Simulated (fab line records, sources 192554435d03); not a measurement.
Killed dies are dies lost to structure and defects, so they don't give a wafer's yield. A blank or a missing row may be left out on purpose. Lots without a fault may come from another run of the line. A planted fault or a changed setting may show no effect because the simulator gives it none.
Which tool did it? | flow n5_finfet | 10 lots, 28 wafers sampled, at 5 steps of a route of 1938

WHAT THE GAUGES READ, wafer by wafer
N5_BEOL_M13_INSPECT_55: inspects for defects (darkfield). Usual: raw_defect_count 74, standard deviation 24.
lot  | measured     | on                | raw_defect_count | flag
L418 | day 10 22:46 | defect_inspect-01 | 71 51 59         |
L421 | day 12 05:38 | defect_inspect-02 | 93 85 79         |
L427 | day 14 01:59 | defect_inspect-01 | 72 68 41         |
L431 | day 14 10:30 | defect_inspect-02 | 72 88            |
L430 | day 14 17:19 | defect_inspect-02 | 66 45            |
L435 | day 15 09:40 | defect_inspect-01 | 74 66 93         |
L433 | day 15 16:21 | defect_inspect-01 | 74 100 93        |
L436 | day 15 22:53 | defect_inspect-02 | 88 75 34         |
L438 | day 16 10:10 | defect_inspect-01 | 53 62 61         |
L441 | day 17 09:22 | defect_inspect-01 | 96 90 57         |

N5_BEOL_M14_THK_MEAS_01. Usual: M14_ILD_THK 1128 nm, standard deviation 13.
lot  | measured     | on            | M14_ILD_THK (nm) | flag
L418 | day 10 23:00 | film_metro-01 | 1117 1113 1137   |
L421 | day 12 05:52 | film_metro-02 | 1154 1148 1133   |
L427 | day 14 02:13 | film_metro-02 | 1129 1528 1529   | OFF
L431 | day 14 10:43 | film_metro-02 | 1132 1523        | OFF
L430 | day 14 17:32 | film_metro-02 | 1149 1523        | OFF
L435 | day 15 09:53 | film_metro-02 | 1120 1137 1135   |
L433 | day 15 16:35 | film_metro-01 | 1120 1115 1145   |
L436 | day 15 23:07 | film_metro-01 | 1122 1139 1134   |
L438 | day 16 10:23 | film_metro-01 | 1128 1149 1148   |
L441 | day 17 09:36 | film_metro-01 | 1124 1133 1125   |

WHICH TOOL RAN EACH LOT (tool, then ch and the chambers of the sampled wafers, then the start)
lot  | N5_BEOL_M13_ETCH_67                | N5_BEOL_M13_DEGAS_41         | N5_BEOL_M14_ILD_DEP_00
L418 | rie_diel-06 ch 0,2,3, day 10 20:18 | pvd_sputter-01, day 10 21:22 | pecvd-01 ch 0,1, day 10 22:49
L421 | rie_diel-04 ch 1,2,3, day 12 01:48 | pvd_sputter-03, day 12 04:22 | pecvd-01 ch 0,1,2, day 12 05:45
L427 | rie_diel-04 ch 0,2,3, day 13 19:10 | pvd_sputter-01, day 13 23:42 | pecvd-01 ch 1,2, day 14 02:01
L431 | rie_diel-04 ch 3, day 14 05:49     | pvd_sputter-03, day 14 08:51 | pecvd-01 ch 0,2, day 14 10:32
L430 | rie_diel-03 ch 2,3, day 14 11:41   | pvd_sputter-03, day 14 16:03 | pecvd-01 ch 0,1, day 14 17:26
L435 | rie_diel-06 ch 0,2, day 15 07:11   | pvd_sputter-02, day 15 08:23 | pecvd-04 ch 0,1,2, day 15 09:41
L433 | rie_diel-03 ch 1,2, day 15 12:12   | pvd_sputter-02, day 15 14:19 | pecvd-04 ch 0,1,2, day 15 16:23
L436 | rie_diel-03 ch 0,2, day 15 18:04   | pvd_sputter-02, day 15 21:28 | pecvd-02 ch 0,1,2, day 15 22:55
L438 | rie_diel-03 ch 2,3, day 16 07:32   | pvd_sputter-03, day 16 08:39 | pecvd-02 ch 0,2, day 16 10:12
L441 | rie_diel-06 ch 1,2,3, day 17 06:02 | pvd_sputter-03, day 17 07:58 | pecvd-02 ch 0,1,2, day 17 09:25
- N5_BEOL_M13_ETCH_67: etches SiARC in CF4, target depth 143 nm, time 238.3 s.
- N5_BEOL_M13_DEGAS_41: time 60 s.
- N5_BEOL_M14_ILD_DEP_00: deposits SiO2 from TEOS/O2, target thk 1119.3 nm, time 237.4 s.

WHAT THE TOOLS THEMSELVES READ (means of the sampled wafers that have a number; where no wafer has one, the mark that the record gives instead)
N5_BEOL_M13_ETCH_67. Usual: drypump_motor_current_A 5.9 A, standard deviation 0.35; etch_rf_on_time_s 237.4 s, standard deviation 3; oes_product_au 0.68 a.u., standard deviation 0.064; rf_fwd_power_W 543.5 W, standard deviation 1.8; rf_vpp_V 184.1 V, standard deviation 0.99; showerhead_plenum_p_Torr 2.14 Torr, standard deviation 0.053; throttle_valve_pct 15.6 %, standard deviation 0.3.
lot  | tool        | drypump_motor_current_A (A) | etch_rf_on_time_s (s) | oes_product_au (a.u.) | rf_fwd_power_W (W) | rf_vpp_V (V) | showerhead_plenum_p_Torr (Torr) | throttle_valve_pct (%) | flag
L418 | rie_diel-06 | 5.6                         | 235.5                 | 0.68                  | 543.3              | 184.6        | 2.18                            | 15.6                   |
L421 | rie_diel-04 | 5.5                         | 239.6                 | 0.63                  | 543.1              | 184.1        | 2.14                            | 15.7                   |
L427 | rie_diel-04 | 5.8                         | 235.8                 | 0.68                  | 542.6              | 184.1        | 2.10                            | 15.7                   |
L431 | rie_diel-04 | 5.5                         | 240.4                 | 0.64                  | 541.9              | 184.4        | 2.14                            | 15.6                   |
L430 | rie_diel-03 | 6.3                         | 238.0                 | 0.67                  | 543.9              | 182.9        | 2.16                            | 15.6                   |
L435 | rie_diel-06 | 5.4                         | 236.7                 | 0.69                  | 542.2              | 184.0        | 2.16                            | 15.7                   |
L433 | rie_diel-03 | 6.2                         | 238.3                 | 0.68                  | 544.6              | 184.2        | 2.13                            | 15.6                   |
L436 | rie_diel-03 | 5.9                         | 237.8                 | 0.71                  | 542.1              | 182.9        | 2.08                            | 15.2                   |
L438 | rie_diel-03 | 6.3                         | 236.3                 | 0.65                  | 544.4              | 185.0        | 2.17                            | 15.6                   |
L441 | rie_diel-06 | 5.6                         | 235.6                 | 0.72                  | 542.2              | 184.7        | 2.14                            | 15.6                   |

N5_BEOL_M13_DEGAS_41. Usual: heater_power_w 334 W, standard deviation 37.
lot  | tool           | heater_power_w (W) | flag
L418 | pvd_sputter-01 | 313                |
L421 | pvd_sputter-03 | 337                |
L427 | pvd_sputter-01 | 310                |
L431 | pvd_sputter-03 | 340                |
L430 | pvd_sputter-03 | 323                |
L435 | pvd_sputter-02 | 341                |
L433 | pvd_sputter-02 | 319                |
L436 | pvd_sputter-02 | 322                |
L438 | pvd_sputter-03 | 321                |
L441 | pvd_sputter-03 | 359                |

N5_BEOL_M14_ILD_DEP_00. Usual: heater_power_outer_w 300 W, standard deviation 71; heater_power_w 572 W, standard deviation 100; rf_fwd_power_W 898.1 W, standard deviation 2.5; run_length_s 280.4 s, standard deviation 0.59; showerhead_plenum_p_Torr 8.33 Torr, standard deviation 0.034; throttle_valve_pct 18.7 %, standard deviation 0.97.
lot  | tool     | heater_power_outer_w (W) | heater_power_w (W) | rf_fwd_power_W (W) | run_length_s (s) | showerhead_plenum_p_Torr (Torr) | throttle_valve_pct (%) | flag
L418 | pecvd-01 | 274                      | 511                | 898.0              | 280.8            | 8.31                            | 19.0                   |
L421 | pecvd-01 | 314                      | 588                | 897.8              | 280.4            | 8.33                            | 18.9                   |
L427 | pecvd-01 | 257                      | 508                | 898.9              | 334.8            | 8.31                            | 18.2                   | OFF
L431 | pecvd-01 | 258                      | 524                | 897.0              | 321.6            | 8.35                            | 19.2                   | OFF
L430 | pecvd-01 | 291                      | 542                | 898.7              | 321.8            | 8.32                            | 19.1                   | OFF
L435 | pecvd-04 | 318                      | 563                | 898.1              | 280.8            | 8.37                            | 18.6                   |
L433 | pecvd-04 | 322                      | 577                | 896.3              | 280.5            | 8.35                            | 18.7                   |
L436 | pecvd-02 | 316                      | 621                | 899.1              | 280.0            | 8.31                            | 18.7                   |
L438 | pecvd-02 | 253                      | 532                | 901.0              | 280.4            | 8.32                            | 18.7                   |
L441 | pecvd-02 | 340                      | 639                | 900.2              | 280.0            | 8.32                            | 18.7                   |

THE ANSWER, worked out from the rows above alone
Rule: a lot is off if the mean of its wafers that have a number lies more than 3 standard deviations from the usual mean. A lot without any number at a reading at which 4 lots or more have one is off too. The other lots that the step has rows for count as sound. The gauges are gone through in route order, then the tools' own readings, and for those a lot's mean is taken as printed above. The first step at which some lot is off is used, and at that step the reading that is off furthest; a lot without a number counts as furthest.
Off: L427, L431, L430, at N5_BEOL_M14_THK_MEAS_01 (M14_ILD_THK).
A tool fits if, at a process step before that reading, it ran every lot that is off, and no sound lot after the first of them. The gauges at N5_BEOL_M14_THK_MEAS_01 aren't tried: what is off there is off at N5_BEOL_M14_ILD_DEP_00 too, on other tools, and a gauge's error can't cause that. One fits: pecvd-01 at N5_BEOL_M14_ILD_DEP_00. Its last sound lot is L421 (day 12 05:45), its first lot that is off L427 (day 14 02:01): a fault that began between those two fits.
The tool's own readings at N5_BEOL_M14_ILD_DEP_00 bear it out: on the lots that are off they differ by more than 5 times the standard deviation of the sound lots' means. run_length_s reads 326.1 s there against 280.4 s on the sound lots.

WHAT THE SIMULATOR HAD PUT IN
Process parameter drift: pecvd-01, from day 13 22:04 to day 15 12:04, at N5_BEOL_M14_ILD_DEP_00. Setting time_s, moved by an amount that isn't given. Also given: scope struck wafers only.
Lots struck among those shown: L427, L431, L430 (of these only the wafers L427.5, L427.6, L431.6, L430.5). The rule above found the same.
